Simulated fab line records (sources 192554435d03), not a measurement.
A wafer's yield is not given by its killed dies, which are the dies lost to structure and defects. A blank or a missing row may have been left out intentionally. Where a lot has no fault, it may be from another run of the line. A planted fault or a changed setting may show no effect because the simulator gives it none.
A struck lot beside a sound one | flow n5Finfet | 15 out of 1938 route steps
Sound: the wafers L217.1, L217.3, L217.6. Struck: wafer L228.2. (L228.3, L228.4 of the same lot were not struck and are left out.) The cause comes at the end.
Per side, at each step with rows, come the tool, then ch with its chambers, and then its first start. Under that, the readings that differ: sound wafers | struck wafers | difference of the means | sigmas: that difference in standard deviations of wafers without a fault.
alike: readings whose means differ by less than 2 such deviations, and words and numbers that are the same on both sides. not compared: withheld readings, readings that some wafer has no value for, bounds like >300 that may hide the same value, and numbers for which the record gives no deviation and whose values overlap.
A row with sigmas, a row that says differs or no value, or rows on one side alone: a step with any of these is where the two part. Non-overlapping numbers with no deviation appear without sigmas and do not part them. A reading missing from all wafers of one side parts the sides only when that side holds two or more wafers.

first, 2 steps without rows for these wafers: N5_FIN_SAQP_ETCH_65 (etches SiO2 in CF4, target depth 4 nm, time 4.4 s); N5_FIN_SAQP_MANDREL_ETCH_58 (etches a-Si in HBr/Cl2, stops on SiNx, target depth 45 nm, bt time 10 s, time 27 s).
N5_FIN_SAQP_RECESS_63: chemistry HF/NH3, target SiO2, target depth 18 nm, afs cycles 3, sublimation time 60 s.
  sound on vaporEtch-01 ch 0,1, day 3 01:16; struck on vaporEtch-01 ch 1, day 5 18:13
  alike: drypumpMotorCurrentA
then, 1 step without rows for these wafers: N5_FIN_SAQP_COAT_68 (time 60 s, resist thk 100 nm).
N5_FIN_SAQP_ETCH_69: etches SOC in N2/H2, stops on SiNx, target depth 150 nm.
  sound on rieDiel-03 ch 1,2,3, day 3 01:43; struck on rieDiel-01 ch 2, day 5 18:40
  alike: drypumpMotorCurrentA, oesProductAu, rfVppV, showerheadPlenumPTorr, throttleValvePct
  not compared: rfHoursCounterH
then, 1 step without rows for these wafers: N5_FIN_SAQP_ETCH_67 (etches SiNx in CH3F/O2, target depth 30 nm).
N5_FIN_SAQP_STRIP_70: strips in N2/H2.
  sound on rieDiel-03 ch 1,2,3, day 3 01:49; struck on rieDiel-01 ch 2, day 5 18:46
  alike: drypumpMotorCurrentA, oesProductAu, rfVppV, showerheadPlenumPTorr, throttleValvePct
  not compared: rfHoursCounterH
then, 1 step without rows for these wafers: N5_FIN_SAQP_RECESS_71 (chemistry HF/NH3, target SiO2, target depth 3 nm, afs cycles 1, sublimation time 60 s).
N5_FIN_SAQP_SPACER2_ALD_28: deposits SiO2, target thk 8.1 nm, pulse time 1 s, purge time 2 s.
  sound on aldSin-04 ch 0,1, day 3 02:01; struck on aldSin-02 ch 2, day 5 18:58
  alike: heaterPowerW, precursorPulseHeightRel, susceptorTempC
then, 2 steps without rows for these wafers: N5_FIN_SAQP_SPACER2_ETCHBACK_29 (etches SiO2 in CHF3/O2, target depth 12.2 nm, time 6.1 s); N5_FIN_SAQP_MANDREL2_REMOVE_60 (chemistry HBr/Cl2/O2, target a-Si, stops on SiNx, bt time 10 s).
N5_FIN_SAQP_CD_MEAS_31 targets a cd of 8 nm.
  sound on cdSem-02 ch 0, day 3 02:32; struck on cdSem-01 ch 0, day 5 19:29
reading   | sound          | struck | difference | sigmas
cdNm (nm) | 8.19 7.94 8.17 | 7.60   | -0.50      | -2
N5_FIN_SAQP_HM_OPEN_33: chemistry CH3F/O2, target SiNx, target depth 49.4 nm, time 70.6 s.
  sound on rieDiel-01 ch 0,1,3, day 3 02:35; struck on rieDiel-01 ch 1, day 5 19:32
reading           | sound          | struck | difference | sigmas
etchRfOnTimeS (s) | 68.5 67.5 66.1 | 53.2   | -14.2      | -8
  alike: drypumpMotorCurrentA, oes_o_777_au, oesProductAu, rfVppV, showerheadPlenumPTorr, throttleValvePct
  not compared: rfHoursCounterH
N5_FIN_SAQP_ETCH_34: etches SiO2 in C4F6/O2, target depth 45 nm, time 15 s.
  sound on rieDiel-01 ch 0,1,3, day 3 02:40; struck on rieDiel-01 ch 1, day 5 19:36
  alike: drypumpMotorCurrentA, etchRfOnTimeS, oes_o_777_au, oesProductAu, rfVppV, showerheadPlenumPTorr, throttleValvePct
  not compared: rfHoursCounterH
-- the record jumps here: 6 days lie between the struck wafers' starts before and after (it left off in module FIN_SAQP and takes up again in module BEOL_M4, whose first step shown is number 1111 of the route) --
N5_BEOL_M4_RC_MEAS_101:
  sound on prober-02 ch 0, day 9 06:54; struck on prober-02 ch 0, day 11 20:33
  alike: DIBL_N, DIBL_P, IOFF_N, IOFF_P, ION_N, ION_P, SS_N, SS_P, VT_N, VT_P

## WHERE THEY PART
Last at N5_FIN_SAQP_HM_OPEN_33 as far as this record goes, first at N5_FIN_SAQP_CD_MEAS_31. Later steps at which nothing parts them and some readings are alike: N5_FIN_SAQP_ETCH_34, N5_BEOL_M4_RC_MEAS_101.

WHY: what the simulator had put in
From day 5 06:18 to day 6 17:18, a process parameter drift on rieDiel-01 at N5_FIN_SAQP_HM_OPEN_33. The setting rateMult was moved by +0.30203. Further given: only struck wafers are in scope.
